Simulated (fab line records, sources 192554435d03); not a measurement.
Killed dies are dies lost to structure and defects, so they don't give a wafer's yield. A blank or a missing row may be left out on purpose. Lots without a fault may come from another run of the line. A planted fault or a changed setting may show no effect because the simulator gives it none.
Chamber matching | flow n5_finfet | N5_BEOL_M9_ETCH_62 on rie_diel-01: 4 sister chambers
The step etches SOC in N2/H2, target depth 110 nm, overetch 22 nm, time 165 s. 18 wafers are shown with their chamber, then 9 later ones without.

WAFERS WITH THEIR CHAMBER
wafer  | chamber | drypump_motor_current_A (A) | showerhead_plenum_p_Torr (Torr) | oes_product_au (a.u.)
L077.1 | 2       | 5.2                         | 2.44                            | 0.66
L077.2 | 1       | 5.8                         | 2.48                            | 0.71
L077.3 | 0       | 4.9                         | 2.51                            | 0.77
L081.3 | 3       | 5.6                         | 2.65                            | 0.63
L081.4 | 1       | 5.7                         | 2.47                            | 0.70
L081.5 | 1       | 5.8                         | 2.48                            | 0.71
L082.2 | 1       | 5.8                         | 2.47                            | 0.71
L082.3 | 0       | 4.9                         | 2.50                            | 0.77
L082.6 | 3       | 5.6                         | 2.65                            | 0.64
L089.1 | 3       | 5.6                         | 2.64                            | 0.62
L089.4 | 0       | 4.9                         | 2.50                            | 0.75
L089.6 | 2       | 5.2                         | 2.42                            | 0.64
L091.2 | 3       | 5.6                         | 2.64                            | 0.61
L091.5 | 0       | 5.0                         | 2.50                            | 0.74
L091.6 | 1       | 5.8                         | 2.47                            | 0.68
L093.1 | 1       | 5.8                         | 2.47                            | 0.68
L093.2 | 0       | 5.0                         | 2.49                            | 0.74
L093.6 | 1       | 5.8                         | 2.47                            | 0.67

SIGNATURES (means of the wafers above)
reading                  | chamber 0 | chamber 1 | chamber 2 | chamber 3 | scatter within a chamber
drypump_motor_current_A  | 4.940     | 5.786     | 5.200     | 5.600     | 0.0383
showerhead_plenum_p_Torr | 2.5000    | 2.4729    | 2.4300    | 2.6450    | 0.00678
oes_product_au           | 0.7540    | 0.6943    | 0.6500    | 0.6250    | 0.0156
Rule: a wafer's distance from a chamber is the root of the sum, over the readings, of the square of ((its reading less the chamber's mean) divided by the reading's scatter). The wafer belongs to the nearest chamber; if the next one is less than 2 further off, it can't be placed. The scatter: the root of (the sum of the squares of (reading less its chamber's mean) over the shown wafers, divided by (wafers less chambers)).

WAFERS WITHOUT THEIR CHAMBER
wafer  | drypump_motor_current_A (A) | showerhead_plenum_p_Torr (Torr) | oes_product_au (a.u.)
L094.1 | 5.6                         | 2.64                            | 0.62
L094.4 | 5.7                         | 2.46                            | 0.68
L094.5 | 5.2                         | 2.42                            | 0.63
L095.1 | 5.2                         | 2.42                            | 0.63
L095.3 | 5.6                         | 2.64                            | 0.61
L095.4 | 4.9                         | 2.49                            | 0.73
L097.2 | 5.0                         | 2.49                            | 0.72
L097.3 | 5.8                         | 2.46                            | 0.68
L097.5 | 5.2                         | 2.42                            | 0.63

WHICH CHAMBER EACH WENT THROUGH
wafer  | from the rows above | in truth
L094.1 | 3                   | 3
L094.4 | 1                   | 1
L094.5 | 2                   | 2
L095.1 | 2                   | 2
L095.3 | 3                   | 3
L095.4 | 0                   | 0
L097.2 | 0                   | 0
L097.3 | 1                   | 1
L097.5 | 2                   | 2
Placed correctly: 9 of 9. Can't be placed from these rows: 0. Placed wrongly: 0.
